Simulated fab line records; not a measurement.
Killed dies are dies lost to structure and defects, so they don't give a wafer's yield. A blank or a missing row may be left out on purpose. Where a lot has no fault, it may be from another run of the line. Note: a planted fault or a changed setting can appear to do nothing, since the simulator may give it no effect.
fab line records	flow nand_harc
record: lots: 13	wafers: 39	last_day: 33
route steps=1302 shown A_BONDPAD@1228 THIN_TSV@1279 END@1302
lots that met no fault: from a run of the same line without faults
start_h: the number of hours between the record's first day and the start of the first shown wafer of the lot	wait_h: hours since the lot's step before	" unchanged from the row above	L1.1+2: a single row standing in for several wafers	- no value present, or no start provided	* or withheld: withheld	< > ~ a bound
route shown NAME@n: NAME is a module with steps in the file, n the number in the route of the first one	usual: the fault-free wafers' mean and standard deviation	same: alike in all rows	chamber/n: place in a boat	sites: per-site readings	_std_site: how widely they spread, as a standard deviation	_edge_site: mean of outer sites minus mean of inner sites	radius_mm: for every site, how far away it sits from the centre of the wafer	mask NAME#n: copy n	behind: the last tool/chamber to shape the wafer	hold: the reason the lot was held/the length of the hold in hours/how it ended	device: which transistor (n, p or np) failed to switch	end of line: tests run on the same wafers once the route is complete	for a step that has no rows: nothing shown but its recipe	killed: dies that structure and defects cost at the first sort, which is not the same as the wafer's yield	map: a wafer's dies, x killed, . not, _ none there
set.NAME: the setting that was run; set.NAME@STEP: the one run at that earlier step	model.NAME: the simulator's own value behind a step, which no gauge read
route steps across a sampled set of lots; one table per step, one row per wafer
services: when a tool's chamber went out of use (start_h, in hours from the record's first day, below 0 if earlier), for how many hours, and the reason
== steps ==
step: NHARC_A_BONDPAD_PVD_27
recipe: target_thk_a: 300	chamber_pressure_pa: 5	power_w: 5000	substrate_temp_c: 30	time_s: 20.49	material: Cu
usual: throttle_valve_pct: 29.9/1
lot.wafer	tool	chamber	start_h	wait_h	throttle_valve_pct
L476.3	pvd_sputter-01	-	552.53	-	28.6
L476.4	"	-	"	"	31.4
L476.5	"	-	"	"	28.0
L477.4	pvd_sputter-02	-	566.16	-	29.1
L477.3	"	-	"	"	29.8
L477.5	"	-	"	"	29.3
L479.3	pvd_sputter-01	-	566.74	-	28.9
L479.4	"	-	"	"	31.2
L479.2	"	-	"	"	31.5
L480.4	pvd_sputter-02	-	569.13	-	29.9
L480.1	"	-	"	"	29.7
L480.5	"	-	"	"	29.5
L482.2	pvd_sputter-03	-	595.67	-	31.5
L482.3	"	-	"	"	30.2
L482.6	"	-	"	"	29.9
L481.3	pvd_sputter-03	-	598.67	-	29.8
L481.1	"	-	"	"	31.3
L481.6	"	-	"	"	29.8
L483.1	pvd_sputter-03	-	609.06	-	31.4
L483.2	"	-	"	"	30.1
L483.5	"	-	"	"	31.3
L484.1	pvd_sputter-03	-	611.42	-	31.0
L484.2	"	-	"	"	29.8
L484.6	"	-	"	"	29.8
L485.3	pvd_sputter-01	-	633.15	-	31.3
L485.4	"	-	"	"	31.5
L485.5	"	-	"	"	31.5
L486.4	pvd_sputter-03	-	639.50	-	31.1
L486.1	"	-	"	"	29.8
L486.6	"	-	"	"	28.9
L495.1	pvd_sputter-03	-	730.30	-	30.0
L495.2	"	-	"	"	31.2
L495.5	"	-	"	"	28.9
L497.3	pvd_sputter-02	-	749.96	-	29.3
L497.2	"	-	"	"	29.4
L497.5	"	-	"	"	30.4
L498.3	pvd_sputter-03	-	765.47	-	31.2
L498.2	"	-	"	"	30.3
L498.1	"	-	"	"	29.8
step: NHARC_THIN_TSV_DEGAS_53
recipe: temp_c: 300	time_s: 60
usual: heater_power_w: 457/39
lot.wafer	tool	chamber	start_h	wait_h	heater_power_w
L476.3	pvd_sputter-02	-	569.81	0.1	496
L476.4	"	-	"	"	432
L476.5	"	-	"	"	460
L479.3	pvd_sputter-03	-	584.56	0.1	405
L479.4	"	-	"	"	444
L479.2	"	-	"	"	448
L477.4	pvd_sputter-03	-	585.79	0.1	448
L477.3	"	-	"	"	484
L477.5	"	-	"	"	449
L480.1	pvd_sputter-02	-	587.08	0.1	503
L480.4	"	-	"	"	408
L480.5	"	-	"	"	485
L482.3	pvd_sputter-02	-	614.72	0.1	412
L482.2	"	-	"	"	426
L482.6	"	-	"	"	422
L481.1	pvd_sputter-01	-	615.65	0.1	495
L481.3	"	-	"	"	576
L481.6	"	-	"	"	490
L484.2	pvd_sputter-01	-	627.34	0.1	504
L484.6	"	-	"	"	498
L483.1	pvd_sputter-02	-	628.53	0.1	437
L483.2	"	-	"	"	441
L483.5	"	-	"	"	406
L485.4	pvd_sputter-01	-	653.14	0.1	479
L485.3	"	-	"	"	462
L485.5	"	-	"	"	470
L486.1	pvd_sputter-02	-	659.27	0.1	423
L486.6	"	-	"	"	410
L495.1	pvd_sputter-02	-	751.57	0.1	436
L495.2	"	-	"	"	426
L495.5	"	-	"	"	450
L497.3	pvd_sputter-03	-	769.94	0.1	468
L497.2	"	-	"	"	482
L497.5	"	-	"	"	480
L498.3	pvd_sputter-02	-	783.95	0.1	412
L498.1	"	-	"	"	467
L498.2	"	-	"	"	459
step: NHARC_THIN_TSV_CD_MEAS_37
usual: cd_nm: 5000/3.6
lot.wafer	tool	chamber	start_h	wait_h	cd_nm
L476.3	cd_sem-01	-	572.29	-	4997
L476.4	"	-	"	"	4997
L476.5	"	-	"	"	5000
L479.2	cd_sem-03	-	587.07	-	4995
L479.3	"	-	"	"	4996
L479.4	"	-	"	"	4997
L477.3	cd_sem-03	-	588.28	-	5001
L477.4	"	-	"	"	4999
L477.5	"	-	"	"	5003
L480.1	cd_sem-02	-	589.53	-	5004
L480.4	"	-	"	"	4998
L480.5	"	-	"	"	5008
L482.2	cd_sem-02	-	617.17	-	4996
L482.3	"	-	"	"	4994
L482.6	"	-	"	"	4998
L481.1	cd_sem-03	-	618.23	-	5002
L481.3	"	-	"	"	5000
L481.6	"	-	"	"	5001
L484.2	cd_sem-02	-	629.94	-	4998
L484.6	"	-	"	"	4998
L483.1	cd_sem-02	-	630.99	-	4998
L483.2	"	-	"	"	4998
L483.5	"	-	"	"	4996
L485.3	cd_sem-03	-	655.72	-	4997
L485.4	"	-	"	"	4999
L485.5	"	-	"	"	5002
L486.1	cd_sem-03	-	662.48	-	5003
L486.6	"	-	"	"	5005
L495.1	cd_sem-02	-	754.18	-	5002
L495.2	"	-	"	"	5003
L495.5	"	-	"	"	4997
L497.2	cd_sem-01	-	772.57	-	4998
L497.3	"	-	"	"	5006
L497.5	"	-	"	"	4999
L498.1	cd_sem-03	-	786.55	-	4998
L498.2	"	-	"	"	5001
L498.3	"	-	"	"	4997
step: NHARC_THIN_TSV_INSPECT_40
usual: raw_defect_count: 558/79
lot.wafer	tool	chamber	start_h	wait_h	raw_defect_count
L476.3	defect_inspect-02	-	576.79	0.4	480
L476.4	"	-	"	"	493
L476.5	"	-	"	"	528
L479.2	defect_inspect-02	-	591.58	0.4	585
L479.3	"	-	"	"	526
L479.4	"	-	"	"	523
L477.3	defect_inspect-01	-	591.58	0.4	618
L477.4	"	-	"	"	522
L477.5	"	-	"	"	538
L480.1	defect_inspect-02	-	591.58	0.4	565
L480.4	"	-	"	"	564
L480.5	"	-	"	"	659
L481.1	defect_inspect-01	-	621.68	0.4	504
L481.3	"	-	"	"	604
L481.6	"	-	"	"	664
L482.2	defect_inspect-02	-	621.68	0.4	609
L482.3	"	-	"	"	539
L482.6	"	-	"	"	603
L483.1	defect_inspect-02	-	637.03	0.4	575
L483.2	"	-	"	"	519
L483.5	"	-	"	"	534
L484.2	defect_inspect-01	-	637.03	0.4	560
L484.6	"	-	"	"	696
L485.3	defect_inspect-01	-	660.25	0.4	504
L485.4	"	-	"	"	881
L485.5	"	-	"	"	531
L486.1	defect_inspect-02	-	664.79	0.4	733
L486.6	"	-	"	"	655
L495.1	defect_inspect-01	-	758.76	0.4	576
L495.2	"	-	"	"	716
L495.5	"	-	"	"	587
L497.2	defect_inspect-02	-	777.19	0.4	473
L497.3	"	-	"	"	549
L497.5	"	-	"	"	422
L498.1	defect_inspect-02	-	792.39	0.4	563
L498.2	"	-	"	"	493
L498.3	"	-	"	"	576
step: NHARC_END_SORT_01
recipe: temp_c: 25
usual: defect_limited_yield: 91.6/2.4	killed_at_array: 52/16	killed_at_other: 0.8/0.98	killed_at_periphery: 4.2/2.9	killed_dies: 57/16	killed_open: 3.3/1.9	killed_short: 2.5/1.5	sort_bin_2_pct: 3.0/1	sort_bin_3_pct: 0.6/0.31	sort_bin_4_pct: 4.8/1.5	sort_n_pass: 620/16	sort_rim_yield_pct: 90/4.1	sort_yield_pct: 91.6/2.4
same: gross_dies: 677	sort_bin_5_pct[%]: 0	sort_bin_6_pct[%]: 0	sort_bin_7_pct[%]: 0	sort_bin_8_pct[%]: 0	sort_rim_n_gross: 106.00
lot.wafer	tool	chamber	start_h	wait_h	defect_limited_yield[%]	killed_at_array	killed_at_other	killed_at_periphery	killed_dies	killed_open	killed_short	sort_bin_2_pct[%]	sort_bin_3_pct[%]	sort_bin_4_pct[%]	sort_n_pass	sort_rim_yield_pct[%]	sort_yield_pct[%]
L476.3	prober-01	0	581.40	3.1	91.1	57	2	1	60	7	2	3.1	0.4	5.3	617	82	91.1
L476.4	prober-01	0	582.19	3.4	89.8	67	1	1	69	1	3	3.1	0.9	6.2	608	91	89.8
L476.5	prober-01	0	582.98	3.7	90.8	59	1	2	62	4	3	2.7	1.0	5.5	615	83	90.8
L480.1	prober-02	0	594.62	2.5	91.6	53	0	4	57	3	0	2.7	0.7	5.0	620	83	91.6
L480.4	prober-02	0	596.96	3.3	90.0	68	0	0	68	1	2	3.5	0.7	5.8	609	83	90.0
L480.5	prober-02	0	597.75	3.6	89.2	73	0	0	73	2	2	3.8	0.7	6.2	604	90	89.2
L479.2	prober-01	0	596.23	2.8	94.7	28	0	8	36	3	5	1.6	0.4	3.2	641	87	94.7
L479.3	prober-01	0	597.04	3.1	91.3	57	0	2	59	2	2	3.2	0.6	4.9	618	85	91.3
L479.4	prober-01	0	597.84	3.4	92.3	52	0	0	52	4	1	3.0	0.6	4.1	625	90	92.3
L477.3	prober-02	0	603.88	3.1	92.2	46	3	4	53	5	2	2.8	0.7	4.3	624	88	92.2
L477.4	prober-02	0	604.67	3.4	91.7	52	0	4	56	8	2	3.2	0.3	4.7	621	87	91.7
L477.5	prober-02	0	605.46	3.7	96.2	24	0	2	26	2	1	1.5	0.1	2.2	651	92	96.2
L481.1	prober-02	0	624.66	2.4	87.4	82	0	3	85	3	5	4.0	1.0	7.5	592	92	87.4
L481.3	prober-02	0	626.25	3.1	88.2	79	0	1	80	2	3	3.7	1.0	7.1	597	92	88.2
L481.6	prober-02	0	628.65	4.0	89.2	66	0	7	73	8	3	4.0	0.7	6.1	604	81	89.2
L482.2	prober-01	0	625.54	2.8	90.3	64	0	2	66	3	4	2.8	0.9	6.1	611	80	90.3
L482.3	prober-01	0	626.34	3.1	89.2	71	0	2	73	3	2	4.6	0.4	5.8	604	85	89.2
L482.6	prober-01	0	628.76	4.0	89.1	72	1	1	74	6	0	4.7	0.9	5.3	603	86	89.1
L484.1	prober-02	0	640.08	2.5	0	671	3	3	677	3	3	92.3	1.3	6.4	0	0	0
L484.2	prober-02	0	640.88	2.8	89.8	62	4	3	69	1	2	4.9	0.6	4.7	608	85	89.8
L484.6	prober-02	0	644.05	4.0	91.9	50	4	1	55	5	1	3.7	0.3	4.1	622	94	91.9
L483.1	prober-01	0	640.08	2.5	91.7	46	0	10	56	6	2	2.4	0.9	5.0	621	89	91.7
L483.2	prober-01	0	640.88	2.8	90.5	58	2	4	64	2	2	3.7	1.2	4.6	613	97	90.5
L483.5	prober-01	0	643.27	3.7	90.0	53	1	14	68	6	2	3.4	0.7	5.9	609	92	90.0
L485.3	prober-02	0	664.90	3.1	91.0	56	1	4	61	7	2	3.2	0.4	5.3	616	89	91.0
L485.4	prober-02	0	665.70	3.4	90.8	57	1	4	62	1	2	4.0	1.0	4.1	615	92	90.8
L485.5	prober-02	0	666.49	3.7	88.8	70	2	4	76	3	3	3.2	1.5	6.5	601	92	88.8
L486.1	prober-02	0	671.10	2.5	87.7	72	1	10	83	5	4	3.7	0.7	7.8	594	90	87.7
L486.4	prober-02	0	673.50	3.4	0	669	2	6	677	0	2	94.4	0.7	4.9	0	0	0
L486.6	prober-02	0	675.09	4.0	89.2	59	1	13	73	7	5	3.7	1.2	5.9	604	94	89.2
L495.1	prober-01	0	761.84	2.5	91.6	53	1	3	57	3	1	3.1	0.4	4.9	620	87	91.6
L495.2	prober-01	0	762.66	2.8	91.7	52	1	3	56	2	0	4.0	0.6	3.7	621	95	91.7
L495.5	prober-01	0	765.12	3.8	94.4	30	0	8	38	4	3	2.7	0.9	2.1	639	88	94.4
L497.2	prober-02	0	781.06	2.8	94.7	31	3	2	36	3	0	1.6	0.4	3.2	641	91	94.7
L497.3	prober-02	0	781.86	3.1	94.2	37	1	1	39	3	4	1.2	0.7	3.8	638	90	94.2
L497.5	prober-02	0	783.47	3.7	93.6	38	1	4	43	4	4	1.8	0.4	4.1	634	90	93.6
L498.1	prober-01	0	795.41	2.5	89.1	67	0	7	74	4	5	2.8	0.7	7.4	603	92	89.1
L498.2	prober-01	0	796.22	2.8	90.7	56	0	7	63	3	4	2.8	0.9	5.6	614	91	90.7
L498.3	prober-01	0	797.03	3.1	91.1	52	0	8	60	6	5	3.5	0.6	4.7	617	88	91.1
killed by level:class
L476.3 A_SLIT:chamber_film_flake=20 A_CHANNEL_HOLE_D1:chamber_film_flake=16 A_CHANNEL_HOLE_D2:chamber_film_flake=5 A_WL_FILL:chamber_film_flake=5 A_ONON_D1:geometric_particle:open=2 THIN_TSV:chamber_film_flake=2 P_M2:geometric_particle:open=1 A_CHANNEL_HOLE_D1:geometric_particle:open=1
L476.4 A_CHANNEL_HOLE_D1:chamber_film_flake=29 A_SLIT:chamber_film_flake=29 A_CHANNEL_HOLE_D2:chamber_film_flake=3 A_CONTACT:chamber_film_flake=2 A_ONON_D1:geometric_particle:short=1 A_CHANNEL_FILL_D1:geometric_particle:short=1 A_ONON_D2:geometric_particle:short=1 A_CHANNEL_FILL_D2:geometric_particle:open=1
L476.5 A_SLIT:chamber_film_flake=22 A_CHANNEL_HOLE_D1:chamber_film_flake=19 A_WL_FILL:chamber_film_flake=5 A_CHANNEL_HOLE_D2:chamber_film_flake=3 A_CONTACT:chamber_film_flake=2 P_CONTACT:geometric_particle:open=1 A_ONON_D1:geometric_particle:short=1 A_CHANNEL_HOLE_D1:geometric_particle:short=1
L480.1 A_CHANNEL_HOLE_D1:chamber_film_flake=18 A_SLIT:chamber_film_flake=17 A_CHANNEL_HOLE_D2:chamber_film_flake=7 A_BONDPAD:chamber_film_flake=5 A_CHANNEL_FILL_D1:chamber_film_flake=2 A_CONTACT:chamber_film_flake=2 P_M0:geometric_particle:open=1 A_SOURCE_PLATE:geometric_particle:open=1
L479.2 A_CHANNEL_HOLE_D2:chamber_film_flake=15 A_CHANNEL_HOLE_D1:chamber_film_flake=6 P_GATE:chamber_film_flake=3 A_M1:chamber_film_flake=2 P_CONTACT:geometric_particle:open=1 P_M0:geometric_particle:short=1 P_M0:geometric_particle:open=1 P_BONDPAD:geometric_particle:open=1
L480.4 A_SLIT:chamber_film_flake=30 A_CHANNEL_HOLE_D1:chamber_film_flake=19 A_CHANNEL_HOLE_D2:chamber_film_flake=9 A_CHANNEL_FILL_D1:chamber_film_flake=3 A_CONTACT:chamber_film_flake=2 A_BONDPAD:chamber_film_flake=2 A_CHANNEL_HOLE_D1:geometric_particle:short=1 A_CHANNEL_FILL_D2:geometric_particle:open=1
L479.3 A_CHANNEL_HOLE_D1:chamber_film_flake=26 A_CHANNEL_HOLE_D2:chamber_film_flake=14 A_CHANNEL_FILL_D1:chamber_film_flake=3 A_M1:chamber_film_flake=3 P_GATE:chamber_film_flake=2 A_DECK1_JOINT:chamber_film_flake=2 A_CONTACT:chamber_film_flake=2 A_DECK1_JOINT:geometric_particle:open=1
L480.5 A_CHANNEL_HOLE_D1:chamber_film_flake=25 A_SLIT:chamber_film_flake=19 A_CHANNEL_HOLE_D2:chamber_film_flake=12 A_BONDPAD:chamber_film_flake=6 A_CONTACT:chamber_film_flake=5 A_CHANNEL_FILL_D2:geometric_particle:short=1 A_CHANNEL_FILL_D2:geometric_particle:open=1 A_SGD_CUT:geometric_particle:short=1
L479.4 A_CHANNEL_HOLE_D2:chamber_film_flake=26 A_CHANNEL_HOLE_D1:chamber_film_flake=15 A_CHANNEL_FILL_D1:chamber_film_flake=3 A_M0:geometric_particle:open=2 A_CONTACT:chamber_film_flake=2 A_CHANNEL_FILL_D2:geometric_particle:open=1 A_WL_FILL:geometric_particle:short=1 A_BLC:geometric_particle:open=1
L477.3 A_CHANNEL_HOLE_D2:chamber_film_flake=21 A_CHANNEL_HOLE_D1:chamber_film_flake=18 THIN_TSV:chamber_film_flake=3 P_M1:geometric_particle:open=2 A_CONTACT:chamber_film_flake=2 P_M0:geometric_particle:open=1 P_M1:geometric_particle:short=1 A_ONON_D1:geometric_particle:open=1
L477.4 A_CHANNEL_HOLE_D1:chamber_film_flake=29 A_CHANNEL_HOLE_D2:chamber_film_flake=12 A_CONTACT:chamber_film_flake=3 P_GATE:geometric_particle:open=2 P_CONTACT:geometric_particle:open=1 A_CHANNEL_FILL_D1:geometric_particle:short=1 A_DECK1_JOINT:geometric_particle:open=1 A_ONON_D2:geometric_particle:short=1
L477.5 A_CHANNEL_HOLE_D1:chamber_film_flake=13 A_CHANNEL_HOLE_D2:chamber_film_flake=8 P_M0:geometric_particle:open=1 A_DECK1_JOINT:geometric_particle:open=1 A_CHANNEL_FILL_D2:geometric_particle:short=1 P_STI:chamber_film_flake=1 A_STAIRCASE:chamber_film_flake=1
L481.1 A_CHANNEL_HOLE_D2:chamber_film_flake=39 A_SLIT:chamber_film_flake=28 A_CHANNEL_HOLE_D1:chamber_film_flake=3 A_M0:chamber_film_flake=3 P_CONTACT:geometric_particle:short=1 A_ONON_D1:geometric_particle:short=1 A_ONON_D1:geometric_particle:open=1 A_DECK1_JOINT:geometric_particle:short=1
L482.2 A_CHANNEL_HOLE_D1:chamber_film_flake=21 A_SLIT:chamber_film_flake=20 A_CHANNEL_HOLE_D2:chamber_film_flake=10 A_WL_FILL:geometric_particle:short=2 A_M0:geometric_particle:open=2 P_STI:chamber_film_flake=2 A_CHANNEL_FILL_D1:chamber_film_flake=2 A_CONTACT:chamber_film_flake=2
L481.3 A_SLIT:chamber_film_flake=34 A_CHANNEL_HOLE_D2:chamber_film_flake=27 A_CHANNEL_HOLE_D1:chamber_film_flake=5 A_STAIRCASE:chamber_film_flake=3 A_WL_FILL:chamber_film_flake=2 P_GATE:geometric_particle:short=1 A_CHANNEL_HOLE_D1:geometric_particle:open=1 A_ONON_D2:geometric_particle:short=1
L482.3 A_CHANNEL_HOLE_D1:chamber_film_flake=30 A_SLIT:chamber_film_flake=22 A_CHANNEL_HOLE_D2:chamber_film_flake=10 P_M0:geometric_particle:open=2 A_WL_FILL:chamber_film_flake=2 A_ONON_D1:geometric_particle:short=1 A_CHANNEL_FILL_D1:geometric_particle:open=1 A_WL_FILL:geometric_particle:short=1
L481.6 A_SLIT:chamber_film_flake=26 A_CHANNEL_HOLE_D2:chamber_film_flake=24 P_CONTACT:geometric_particle:open=2 P_M0:geometric_particle:open=2 P_ZERO_WELL:chamber_film_flake=2 A_CHANNEL_HOLE_D1:chamber_film_flake=2 A_CHANNEL_FILL_D1:chamber_film_flake=2 A_CONTACT:chamber_film_flake=2
L482.6 A_CHANNEL_HOLE_D1:chamber_film_flake=31 A_SLIT:chamber_film_flake=21 A_CHANNEL_HOLE_D2:chamber_film_flake=8 A_M0:geometric_particle:open=3 A_WL_FILL:chamber_film_flake=3 A_CHANNEL_FILL_D1:geometric_particle:open=2 P_STI:chamber_film_flake=1 STARTING-WAFER:geometric_particle:open=1
L484.1 A_BONDPAD:area_pvd=610 A_CHANNEL_HOLE_D2:chamber_film_flake=22 A_CHANNEL_HOLE_D1:chamber_film_flake=20 A_CHANNEL_FILL_D1:chamber_film_flake=3 A_STAIRCASE:chamber_film_flake=3 A_CONTACT:chamber_film_flake=3 THIN_TSV:chamber_film_flake=3 A_WL_FILL:chamber_film_flake=2
L483.1 A_SLIT:chamber_film_flake=17 P_CONTACT:chamber_film_flake=9 A_CHANNEL_HOLE_D2:chamber_film_flake=8 A_WL_FILL:chamber_film_flake=5 A_CHANNEL_FILL_D2:geometric_particle:open=3 A_STAIRCASE:chamber_film_flake=3 A_CONTACT:chamber_film_flake=3 P_CONTACT:geometric_particle:open=1
L484.2 A_CHANNEL_HOLE_D1:chamber_film_flake=27 A_CHANNEL_HOLE_D2:chamber_film_flake=16 A_CHANNEL_FILL_D1:chamber_film_flake=4 A_WL_FILL:chamber_film_flake=4 THIN_TSV:chamber_film_flake=4 A_STAIRCASE:chamber_film_flake=3 P_ZERO_WELL:chamber_film_flake=2 A_SLIT:chamber_film_flake=2
L483.2 A_SLIT:chamber_film_flake=28 A_CHANNEL_HOLE_D2:chamber_film_flake=12 A_STAIRCASE:chamber_film_flake=5 P_CONTACT:chamber_film_flake=3 A_CHANNEL_HOLE_D1:chamber_film_flake=2 A_DECK1_JOINT:chamber_film_flake=2 A_WL_FILL:chamber_film_flake=2 A_M1:chamber_film_flake=2
L483.5 A_SLIT:chamber_film_flake=24 A_CHANNEL_HOLE_D2:chamber_film_flake=17 P_CONTACT:chamber_film_flake=10 A_STAIRCASE:chamber_film_flake=4 P_M1:geometric_particle:open=2 A_CHANNEL_FILL_D2:geometric_particle:open=2 A_CHANNEL_FILL_D1:chamber_film_flake=2 P_CONTACT:geometric_particle:short=1
L484.6 A_CHANNEL_HOLE_D1:chamber_film_flake=19 A_CHANNEL_HOLE_D2:chamber_film_flake=16 A_STAIRCASE:chamber_film_flake=4 A_CHANNEL_FILL_D1:chamber_film_flake=3 THIN_TSV:chamber_film_flake=3 A_CONTACT:chamber_film_flake=2 P_CONTACT:geometric_particle:open=1 A_ONON_D1:geometric_particle:open=1
L485.3 A_SLIT:chamber_film_flake=18 A_CHANNEL_HOLE_D2:chamber_film_flake=16 A_CONTACT:chamber_film_flake=6 P_CONTACT:chamber_film_flake=3 A_CHANNEL_HOLE_D1:chamber_film_flake=3 A_ONON_D2:geometric_particle:open=2 A_STAIRCASE:chamber_film_flake=2 A_BLC:chamber_film_flake=2
L485.4 A_SLIT:chamber_film_flake=30 A_CHANNEL_HOLE_D2:chamber_film_flake=12 A_STAIRCASE:chamber_film_flake=4 A_CONTACT:chamber_film_flake=4 P_CONTACT:chamber_film_flake=3 A_CHANNEL_HOLE_D1:chamber_film_flake=2 A_BLC:chamber_film_flake=2 A_CHANNEL_FILL_D1:geometric_particle:short=1
L485.5 A_SLIT:chamber_film_flake=31 A_CHANNEL_HOLE_D2:chamber_film_flake=14 A_CONTACT:chamber_film_flake=9 A_CHANNEL_HOLE_D1:chamber_film_flake=5 A_BLC:chamber_film_flake=4 P_CONTACT:chamber_film_flake=3 A_STAIRCASE:chamber_film_flake=2 P_CONTACT:geometric_particle:short=1
L486.1 A_SLIT:chamber_film_flake=39 A_CHANNEL_HOLE_D2:chamber_film_flake=13 P_BONDPAD:chamber_film_flake=7 A_CONTACT:chamber_film_flake=4 A_CHANNEL_FILL_D1:geometric_particle:short=3 P_STI:chamber_film_flake=3 A_ONON_D2:geometric_particle:open=2 A_CHANNEL_HOLE_D1:chamber_film_flake=2
L486.4 A_BONDPAD:area_pvd=615 A_SLIT:chamber_film_flake=20 A_CHANNEL_HOLE_D2:chamber_film_flake=20 P_STI:chamber_film_flake=5 A_CHANNEL_HOLE_D1:chamber_film_flake=4 A_CONTACT:chamber_film_flake=3 A_BLC:chamber_film_flake=2 THIN_TSV:chamber_film_flake=2
L486.6 A_SLIT:chamber_film_flake=34 P_STI:chamber_film_flake=8 A_CHANNEL_HOLE_D2:chamber_film_flake=8 A_SOURCE_PLATE:geometric_particle:open=2 A_STAIRCASE:chamber_film_flake=2 P_M0:geometric_particle:open=1 P_M1:geometric_particle:open=1 A_ONON_D1:geometric_particle:open=1
L495.1 A_SLIT:chamber_film_flake=27 A_CHANNEL_HOLE_D1:chamber_film_flake=17 P_GATE:chamber_film_flake=3 A_DECK1_JOINT:chamber_film_flake=2 A_DECK1_JOINT:geometric_particle:open=1 A_M0:geometric_particle:open=1 A_M0:geometric_particle:short=1 A_M1:geometric_particle:open=1
L495.2 A_SLIT:chamber_film_flake=34 A_CHANNEL_HOLE_D1:chamber_film_flake=10 A_CONTACT:chamber_film_flake=4 P_GATE:chamber_film_flake=2 A_STAIRCASE:chamber_film_flake=2 P_GATE:geometric_particle:open=1 A_CHANNEL_FILL_D2:geometric_particle:open=1 A_DECK1_JOINT:chamber_film_flake=1
L495.5 A_SLIT:chamber_film_flake=18 A_CHANNEL_HOLE_D1:chamber_film_flake=6 P_GATE:chamber_film_flake=3 P_GATE:geometric_particle:short=2 A_STAIRCASE:chamber_film_flake=2 A_CONTACT:chamber_film_flake=2 P_GATE:geometric_particle:open=1 P_CONTACT:geometric_particle:open=1
L497.2 A_SLIT:chamber_film_flake=19 A_CONTACT:chamber_film_flake=3 THIN_TSV:chamber_film_flake=3 A_CHANNEL_FILL_D1:chamber_film_flake=2 A_CHANNEL_FILL_D2:chamber_film_flake=2 P_GATE:geometric_particle:open=1 P_M0:geometric_particle:open=1 A_WL_FILL:geometric_particle:open=1
L497.3 A_SLIT:chamber_film_flake=23 A_CONTACT:chamber_film_flake=3 A_WL_FILL:geometric_particle:short=2 A_CHANNEL_FILL_D1:chamber_film_flake=2 A_CHANNEL_FILL_D1:geometric_particle:open=1 A_DECK1_JOINT:geometric_particle:short=1 A_CHANNEL_FILL_D2:geometric_particle:short=1 A_CHANNEL_FILL_D2:geometric_particle:open=1
L497.5 A_SLIT:chamber_film_flake=16 A_CONTACT:chamber_film_flake=9 A_CHANNEL_FILL_D1:chamber_film_flake=3 A_DECK1_JOINT:chamber_film_flake=2 A_BONDPAD:chamber_film_flake=2 P_CONTACT:geometric_particle:open=1 P_M0:geometric_particle:open=1 P_M2:geometric_particle:open=1
L498.1 A_SLIT:chamber_film_flake=35 A_CHANNEL_HOLE_D1:chamber_film_flake=16 P_ZERO_WELL:chamber_film_flake=4 A_STAIRCASE:chamber_film_flake=4 A_CONTACT:chamber_film_flake=3 A_CHANNEL_FILL_D2:geometric_particle:short=2 P_CONTACT:geometric_particle:open=1 P_M0:geometric_particle:open=1
L498.2 A_SLIT:chamber_film_flake=25 A_CHANNEL_HOLE_D1:chamber_film_flake=15 A_CONTACT:chamber_film_flake=6 P_ZERO_WELL:chamber_film_flake=4 A_STAIRCASE:chamber_film_flake=3 P_M0:geometric_particle:short=2 A_WL_FILL:chamber_film_flake=2 P_CONTACT:geometric_particle:open=1
L498.3 A_SLIT:chamber_film_flake=22 A_CHANNEL_HOLE_D1:chamber_film_flake=13 P_ZERO_WELL:chamber_film_flake=5 A_CONTACT:chamber_film_flake=4 A_CHANNEL_FILL_D1:geometric_particle:open=2 A_CHANNEL_FILL_D2:geometric_particle:short=2 A_WL_FILL:chamber_film_flake=2 P_M0:geometric_particle:open=1
== services ==
tool	chamber	start_h	hours	kind
pvd_sputter-02	-	564.17	1.7	repair
pvd_sputter-03	-	565.34	10.0	pm
pvd_sputter-01	-	582.01	10.0	pm
pvd_sputter-02	-	638.10	10.0	pm
pvd_sputter-02	-	648.14	2.0	repair
pvd_sputter-01	-	654.64	2.0	repair
pvd_sputter-01	-	659.33	2.8	repair
pvd_sputter-02	-	708.81	0.8	repair
pvd_sputter-01	-	737.87	2.6	repair
pvd_sputter-03	-	743.34	10.0	pm
pvd_sputter-01	-	760.01	10.0	pm
== key ==
first_sign: step: NHARC_END_SORT_01	reading: sort_bin_2_pct	direction: up	sigmas: 90	usual: 3.0	struck: 93.4
effect: step: NHARC_END_SORT_01	reading: killed_at_array	direction: up	sigmas: 39	usual: 52	struck: 670
more_kills_born_at: NHARC_A_BONDPAD_PVD_27@pvd_sputter-03: 1225
met_at NHARC_A_BONDPAD_PVD_27
struck_lots L484,L486
struck_wafers L484.1,L486.4
later_rows_left_out L484.1,L486.4
not_acting_at NHARC_THIN_TSV_DEGAS_53,NHARC_THIN_TSV_CD_MEAS_37,NHARC_THIN_TSV_INSPECT_40
onset_between 609.06 611.42
fault: kind: process_parameter_drift	tool: pvd_sputter-03	chamber: -	onset_h: 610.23	steps: NHARC_A_BONDPAD_PVD_27	channel: target_thk_a	offset: *	shape: step	end_h: 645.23	acts_in: *	stated: *	scope: struck_wafers_only
later_rows_left_out: the simulator's readings of these wafers behind a module that went badly wrong aren't trusted and aren't shown, but for the sort
